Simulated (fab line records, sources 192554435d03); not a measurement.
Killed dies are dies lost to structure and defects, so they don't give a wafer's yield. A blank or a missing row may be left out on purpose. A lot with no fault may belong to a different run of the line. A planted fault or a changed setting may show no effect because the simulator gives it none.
Matching of chambers + flow n5Finfet + N5_BEOL_M9_CURE_72 on uvCure-02 has 3 sister chambers
The step cures SiCOH lowk, time 120 s. 3 wafers are shown with their chamber, then 11 later ones without.

WAFERS WITH THEIR CHAMBER
| wafer  | chamber | wafer_temp_C_max |
|--------|---------|------------------|
| L083.6 | 0       | 372.4            |
| L086.4 | 1       | 372.4            |
| L088.1 | 2       | 371.4            |

WAFERS WITH NO CHAMBER GIVEN
| wafer  | wafer_temp_C_max |
|--------|------------------|
| L088.4 | 370.8            |
| L088.5 | 371.6            |
| L093.1 | 371.0            |
| L093.3 | 371.1            |
| L093.4 | 371.1            |
| L092.1 | 374.2            |
| L092.2 | 372.2            |
| L092.3 | 372.0            |
| L094.3 | 370.9            |
| L094.4 | 371.5            |
| L094.6 | 371.1            |

EACH ONE'S CHAMBER
| wafer  | from the rows above          | in truth |
|--------|------------------------------|----------|
| L088.4 | can't be placed: 2 or 0 or 1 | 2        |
| L088.5 | can't be placed: 2 or 0 or 1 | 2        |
| L093.1 | can't be placed: 2 or 0 or 1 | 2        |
| L093.3 | can't be placed: 2 or 0 or 1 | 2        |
| L093.4 | can't be placed: 2 or 0 or 1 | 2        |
| L092.1 | can't be placed: 0 or 1 or 2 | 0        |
| L092.2 | can't be placed: 0 or 1 or 2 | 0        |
| L092.3 | can't be placed: 0 or 1 or 2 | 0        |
| L094.3 | can't be placed: 2 or 0 or 1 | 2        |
| L094.4 | can't be placed: 2 or 0 or 1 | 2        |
| L094.6 | can't be placed: 2 or 0 or 1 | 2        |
0 of 11 placed correctly. From these rows, 11 cannot be placed; in 11 the true chamber is one of the candidates. Placed wrongly: 0.
How it was worked out, from the rows above alone: a wafer's distance from a chamber is the root of the sum, over the readings, of the square of ((its reading less the chamber's mean) divided by the reading's scatter). If the next closest chamber is less than 2 further off than the closest, the wafer can't be placed; otherwise it belongs to the closest. Each chamber's mean is taken over the wafers shown for it. The scatter (one wafer shown for each chamber): square how far every hidden wafer sits from the nearest shown wafer, average those squares and take the square root.
